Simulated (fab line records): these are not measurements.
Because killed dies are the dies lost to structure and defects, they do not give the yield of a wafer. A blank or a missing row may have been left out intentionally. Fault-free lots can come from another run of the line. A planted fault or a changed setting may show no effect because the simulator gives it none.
fab line records	flow n5_finfet
record lots=4	wafers=12	last_day=16
route steps=1938 shown BEOL_M5@1133 PASSIVATION@1936
lots that met no fault: from a run of the same line without faults
start_h: the number of hours between the record's first day and the start of the first shown wafer of the lot	wait_h: hours elapsed since this lot's preceding step	" repeats the value in the row above	L1.1+2: a single row standing in for several wafers	- no value present, or no start provided	* or withheld: withheld	< > ~ a bound
route shown NAME@n: NAME is a module with steps in the file, n the number in the route of the first one	usual: mean and standard deviation over wafers with no fault	same: alike in all rows	chamber/n: place in a boat	sites: the reading at each site	_std_site: standard deviation of those values	_edge_site: outer sites' mean less inner sites'	radius_mm: how far each site lies from the wafer's centre	mask NAME#n: copy n	behind: the last tool/chamber to shape the wafer	hold: why the lot went on hold/how many hours it stayed there/how the hold came to an end	device: which transistor (n, p or np) failed to switch	end of line: at the end of the route, the tests of the same wafers	a step without rows: its recipe alone	killed: the dies lost at the first sort to structure and to defects; this is not the yield of the wafer	map: dies across one wafer; x = killed, . = not, _ = none there
set.NAME: the setting the step ran with; set.NAME@STEP: the setting that earlier step ran with	model.NAME: the simulator's own value behind a step, which no gauge read
a table for each step, a row for each wafer; lots at some steps of the route
services: a tool's chamber out of use, with start hour (start_h, from the record's first day; less than 0 if before it), hours out, and reason
## steps
# step N5_BEOL_M5_STRIP_63
# recipe chemistry=N2/H2	temp_c=40	n2_flow_sccm=200	h2_flow_sccm=200	rf_frequency_hz=6e+07
# step N5_BEOL_M5_STRIP_73
# recipe chemistry=N2/H2	temp_c=40	n2_flow_sccm=200	h2_flow_sccm=200	rf_frequency_hz=6e+07
# step N5_BEOL_M5_STRIP_64
# recipe chemistry=CF4	resist=SiARC	power_w=300	bias_power_w=75	pressure_mtorr=50	cf4_flow_sccm=150	rf_frequency_hz=6e+07
# step N5_BEOL_M5_HM_OPEN_17
# recipe chemistry=Cl2/BCl3	target_depth_a=200	overetch_a=60	target=TiN	mask_material=SOC	ion_energy_ev=150	pressure_mtorr=10	icp_w=1000	bias_w=126	Cl2_flow_sccm=53.25	bcl3_flow_sccm=21.75	Ar_flow_sccm=25
# step N5_BEOL_M5_STRIP_19
# recipe chemistry=O2	power_w=400	temp_c=40	pressure_mtorr=30	rf_frequency_hz=6e+07	bias_power_w=0	overash_fraction=0.2	o2_flow_sccm=225
# step N5_BEOL_M5_COAT_65
# recipe resist=SOC	temp_c=250	time_s=60	spin_rpm=1500	resist_thk_nm=60
# step N5_BEOL_M5_COAT_66
# recipe resist=SiARC	temp_c=220	time_s=60	spin_rpm=1500	resist_thk_nm=12
# step N5_BEOL_M5_COAT_74
# recipe resist=underlayer	temp_c=205	time_s=60	spin_rpm=1500	resist_thk_nm=5
# step N5_BEOL_M5_COAT_22
# recipe resist=CAR-EUV	spin_rpm=1500	resist_thk_nm=30
# step N5_BEOL_M5_EBR_24
# recipe solvent=PGMEA	ebr_width_mm=1.5
# step N5_BEOL_M5_SOFTBAKE_23
# recipe temp_c=110	time_s=60	resist=CAR-EUV
# step N5_BEOL_M5_EXPOSE_25
# recipe mask_id=V4	na=0.33	source_shape=quasar	sigma_inner=0.2	sigma_outer=0.6	polarization=unpolarized	defocus_nm=10	dose_mj=52.75
# usual exposure_dose_mJ_cm2=52.66/0.078
# same sigma_inner=0.2
lot.wafer	tool	chamber	start_h	wait_h	mask	exposure_dose_mJ_cm2
L958.1	euv_scanner-01	0	187.78	-	V4#0	52.66
L958.4	"	0	"	"	V4#0	52.66
L958.5	"	0	"	"	V4#0	52.65
L968.1	euv_scanner-01	0	252.32	-	V4#0	51.45
L968.3	"	0	"	"	V4#0	51.40
L968.4	"	0	"	"	V4#0	51.45
L969.1	euv_scanner-01	0	255.75	-	V4#0	51.70
L969.2	"	0	"	"	V4#0	51.69
L969.5	"	0	"	"	V4#0	51.75
L974.3	euv_scanner-02	0	280.41	-	V4#0	52.56
L974.4	"	0	"	"	V4#0	52.52
L974.6	"	0	"	"	V4#0	52.60
# step N5_BEOL_M5_PEB_26
# recipe peb_temp_c=100	peb_time_s=60	resist=CAR-EUV
# step N5_BEOL_M5_DEVELOP_27
# recipe develop_time_s=30	developer=TMAH	resist=CAR-EUV	rinse_liquid=surfactant_rinse	dry=air_spin	dev_temp_c=23
# step N5_BEOL_M5_DESCUM_33
# recipe chemistry=O2	time_s=7	source_power_w=50	bias_power_w=20	pressure_mtorr=20	rf_frequency_hz=2.712e+07	temp_c=40	resist=CAR-EUV	o2_flow_sccm=225
# step N5_BEOL_M5_ETCH_75
# recipe chemistry=N2/H2	target=underlayer	target_depth_a=65	mask_material=CAR-EUV	time_s=5.2	ion_energy_ev=200	pressure_mtorr=30	source_w=840	bias_w=150	n2_flow_sccm=200	h2_flow_sccm=200	ends=cleared
# usual drypump_motor_current_A=5.7/0.4	etch_rf_on_time_s=5.14/0.13	h2_flow_sccm=199.9/0.64	oes_product_au=0.67/0.082	rf_vpp_V=523.8/2.7	showerhead_plenum_p_Torr=2.54/0.081	throttle_valve_pct=17.84/0.24
lot.wafer	tool	chamber	start_h	wait_h	drypump_motor_current_A	etch_rf_on_time_s	h2_flow_sccm	oes_product_au	rf_hours_counter_h	rf_vpp_V	showerhead_plenum_p_Torr	throttle_valve_pct	model.BEOL_M5.cd_nm
L958.1	rie_diel-01	3	188.47	0.0	5.9	5.14	200.3	0.71	103	529.9	2.65	17.61	28.6
L958.4	"	2	"	"	5.6	5.17	199.9	0.63	182	523.3	2.54	17.86	28.4
L958.5	"	1	"	"	6.4	5.19	199.4	0.75	-	523.1	2.48	17.63	27.8
L968.1	rie_diel-06	3	252.74	0.0	5.5	4.90	199.6	0.74	61	526.7	2.56	17.56	27.6
L968.3	"	0	"	"	5.9	5.01	200.0	0.78	18	522.6	2.48	17.70	27.6
L968.4	"	0	"	"	5.9	4.96	199.7	0.79	-	523.2	2.48	17.69	27.6
L969.1	rie_diel-02	1	256.05	0.0	5.2	5.30	200.1	0.62	187	520.3	2.43	17.65	28
L969.2	"	0	"	"	5.9	4.96	200.1	0.85	2	529.4	2.70	17.91	27.4
L969.5	"	0	"	"	5.9	4.96	199.6	0.84	-	527.8	2.70	17.90	27.4
L974.3	rie_diel-06	2	281.57	0.0	5.2	5.15	199.9	0.59	226	527.3	2.63	18.24	27.8
L974.4	"	3	"	"	5.5	4.96	199.8	0.72	70	525.1	2.55	17.59	29
L974.6	"	2	"	"	5.2	5.17	199.6	0.59	-	524.8	2.63	18.21	28.8
# step N5_BEOL_M5_ETCH_67
# recipe chemistry=CF4	target=SiARC	target_depth_a=156	mask_material=CAR-EUV	time_s=26	ion_energy_ev=80	pressure_mtorr=40	source_w=545	bias_w=36	Ar_flow_sccm=100	cf4_flow_sccm=100	ends=cleared
# usual drypump_motor_current_A=5.7/0.39	etch_rf_on_time_s=25.8/0.55	oes_product_au=0.67/0.081	rf_vpp_V=184.0/1.1	showerhead_plenum_p_Torr=2.14/0.066	throttle_valve_pct=15.60/0.28
lot.wafer	tool	chamber	start_h	wait_h	drypump_motor_current_A	etch_rf_on_time_s	oes_product_au	rf_hours_counter_h	rf_vpp_V	showerhead_plenum_p_Torr	throttle_valve_pct	model.BEOL_M5.cd_nm
L958.1	rie_diel-01	3	188.49	0.0	5.9	25.7	0.71	103	187.1	2.24	15.52	28.6
L958.4	"	2	"	"	5.6	25.7	0.62	183	184.2	2.13	15.43	28.4
L958.5	"	1	"	"	6.4	26.3	0.75	-	182.7	2.11	15.42	28
L968.1	rie_diel-06	3	252.76	0.0	5.5	25.2	0.73	61	184.1	2.17	15.36	27.4
L968.3	"	0	"	"	5.9	25.5	0.78	18	183.6	2.10	15.34	27.4
L968.4	"	0	"	"	5.9	25.5	0.79	-	182.4	2.10	15.33	27.4
L969.1	rie_diel-02	1	256.06	0.0	5.2	25.8	0.63	187	182.5	2.04	15.36	28
L969.2	"	0	"	"	5.9	25.4	0.85	2	185.2	2.27	15.71	27.4
L969.5	"	0	"	"	5.9	25.1	0.85	-	186.6	2.27	15.70	27.2
L974.3	rie_diel-06	2	281.58	0.0	5.2	26.0	0.58	226	184.8	2.21	15.96	27.8
L974.4	"	3	"	"	5.5	24.9	0.71	70	184.8	2.16	15.39	28.8
L974.6	"	2	"	"	5.2	26.0	0.59	-	183.6	2.21	15.95	28.8
# step N5_BEOL_M5_ETCH_68
# recipe chemistry=N2/H2	target=SOC	target_depth_a=800	overetch_a=160	mask_material=SiARC	temp_c=40	time_s=120	ion_energy_ev=200	pressure_mtorr=30	source_w=840	bias_w=150	n2_flow_sccm=200	h2_flow_sccm=200
# step N5_PASSIVATION_PROBE_49
# usual defect_limited_yield=91.4/1.5	killed_at_M0_to_M3=35/11	killed_at_M4_up=16/7	killed_at_contacts=11/5.3	killed_at_front_end=37/11	killed_at_other=3.1/2.8	killed_dies=102/18	killed_open=69/15	killed_short=31/7.8	sort_bin_5_function=5.1/1.1	sort_bin_6_memory=3.2/0.69	sort_n_pass=1078/18	sort_yield_pct=91.4/1.5
# same gross_dies=1180	killed_at_back_side=0	sort_bin_4_leakage[%]=0	sort_bin_8_speed[%]=0
lot.wafer	tool	chamber	start_h	wait_h	defect_limited_yield[%]	killed_at_M0_to_M3	killed_at_M4_up	killed_at_contacts	killed_at_front_end	killed_at_other	killed_dies	killed_open	killed_short	sort_bin_5_function[%]	sort_bin_6_memory[%]	sort_n_pass	sort_yield_pct[%]
L968.1	prober-02	-	350.79	0.0	89.5	55	30	5	31	3	124	90	28	6.2	4.0	1056	89.5
L968.3	prober-02	-	350.89	0.1	89.5	47	30	14	30	3	124	82	30	6.0	4.3	1056	89.5
L968.4	prober-02	-	350.94	0.2	91.0	36	32	13	22	3	106	67	33	4.9	3.7	1074	91.0
L969.1	prober-01	-	356.60	0.0	90.1	37	21	6	51	2	117	81	29	5.2	4.2	1063	90.1
L969.2	prober-01	-	356.65	0.1	88.8	46	16	2	59	9	132	83	46	7.7	3.1	1048	88.8
L969.5	prober-01	-	356.80	0.2	90.8	31	13	9	50	5	108	72	35	5.3	3.6	1072	90.8
# killed by level:class
L968.1 BEOL_M1:geometric_particle:open=21 BEOL_M4:geometric_particle:open=16 BEOL_M3:geometric_particle:open=14 STI_FIN_REVEAL:geometric_particle:open=8 BEOL_M0_SAQP:geometric_particle:short=6 BEOL_M5:area_expose=6 FIN_SAQP:geometric_particle:short=5 BEOL_M0_SAQP:geometric_particle:open=5
L968.3 BEOL_M4:geometric_particle:open=13 BEOL_M2:geometric_particle:open=11 MOL_CONTACT_COAG:geometric_particle:open=10 FIN_SAQP:geometric_particle:open=9 BEOL_M0_SAQP:geometric_particle:short=8 BEOL_M1:geometric_particle:open=8 BEOL_M5:area_expose=8 BEOL_M3:geometric_particle:open=7
L968.4 BEOL_M4:geometric_particle:open=13 MOL_CONTACT_COAG:geometric_particle:open=11 FIN_SAQP:geometric_particle:short=7 BEOL_M1:geometric_particle:open=7 BEOL_M3:geometric_particle:open=7 BEOL_M0_SAQP:geometric_particle:short=6 BEOL_M5:area_expose=6 BEOL_M0_SAQP:geometric_particle:open=5
L969.1 FIN_SAQP:geometric_particle:open=14 FIN_SAQP:geometric_particle:short=12 BEOL_M3:geometric_particle:open=9 BEOL_M1:geometric_particle:open=9 BEOL_M2:geometric_particle:open=8 BEOL_M4:geometric_particle:open=8 STI_FIN_REVEAL:geometric_particle:open=6 GATE_CUT:geometric_particle:open=5
L969.2 FIN_SAQP:geometric_particle:open=18 FIN_SAQP:geometric_particle:short=14 BEOL_M0_SAQP:geometric_particle:short=11 BEOL_M0_SAQP:geometric_particle:open=11 STI_FIN_REVEAL:geometric_particle:open=7 DUMMY_GATE:geometric_particle:open=5 BEOL_M2:geometric_particle:open=5 BEOL_M3:geometric_particle:open=5
L969.5 FIN_SAQP:geometric_particle:open=16 FIN_SAQP:geometric_particle:short=11 BEOL_M2:geometric_particle:open=8 BEOL_M1:geometric_particle:open=7 MOL_CONTACT_COAG:geometric_particle:open=6 BEOL_M0_SAQP:geometric_particle:short=6 GATE_CUT:geometric_particle:open=5 BEOL_M4:geometric_particle:open=5
## services
tool	chamber	start_h	hours	kind
rie_diel-01	-	165.45	15.6	pm
rie_diel-06	0	175.79	-	clean
rie_diel-06	0	175.79	-	consumable_replace:focus_ring
rie_diel-06	0	175.79	25.3	scheduled_down
rie_diel-06	0	175.79	25.3	vent_cycle
euv_scanner-02	-	183.91	1.4	repair
euv_scanner-02	-	190.51	1.0	pm
euv_scanner-01	-	201.91	1.0	pm
rie_diel-06	1	206.38	-	clean
rie_diel-06	1	206.38	-	consumable_replace:focus_ring
rie_diel-06	1	206.38	20.7	scheduled_down
rie_diel-06	1	206.38	20.7	vent_cycle
euv_scanner-01	-	207.21	12.0	pm
rie_diel-02	0	230.12	-	clean
rie_diel-02	0	230.12	-	consumable_replace:focus_ring
rie_diel-02	0	230.12	-	consumable_replace:showerhead
rie_diel-02	0	230.12	22.2	scheduled_down
rie_diel-02	0	230.12	22.2	vent_cycle
euv_scanner-02	-	238.59	0.3	repair
euv_scanner-02	-	246.66	1.0	pm
euv_scanner-02	-	250.49	5.8	pm
rie_diel-06	1	250.77	15.2	repair
rie_diel-02	3	253.91	-	clean
euv_scanner-01	-	256.27	5.8	pm
## key
first_sign step=N5_BEOL_M5_EXPOSE_25	reading=exposure_dose_mJ_cm2	direction=down	sigmas=14	usual=52.66	struck=51.57
effect none on later readings
model_effect step=N5_BEOL_M5_ETCH_75	value=BEOL_M5.cd_nm	without=28.17	struck=27.6
model_effect step=N5_BEOL_M5_ETCH_67	value=BEOL_M5.cd_nm	without=28	struck=27.47
met_at N5_BEOL_M5_EXPOSE_25
struck_wafers L968.1,L968.3,L968.4,L969.1,L969.2,L969.5
loop_trim step=N5_BEOL_M5_EXPOSE_25	setting=dose	lots=L969
onset_between 187.78 252.32
fault kind=process_parameter_drift	tool=euv_scanner-01	chamber=-	onset_h=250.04	steps=N5_BEOL_M5_EXPOSE_25	channel=dose_mj	offset=-1.3223	shape=step	acts_in=these_recipes_only	stated=52.75
# loop_trim: a control loop set the setting to another value than it would have without faults
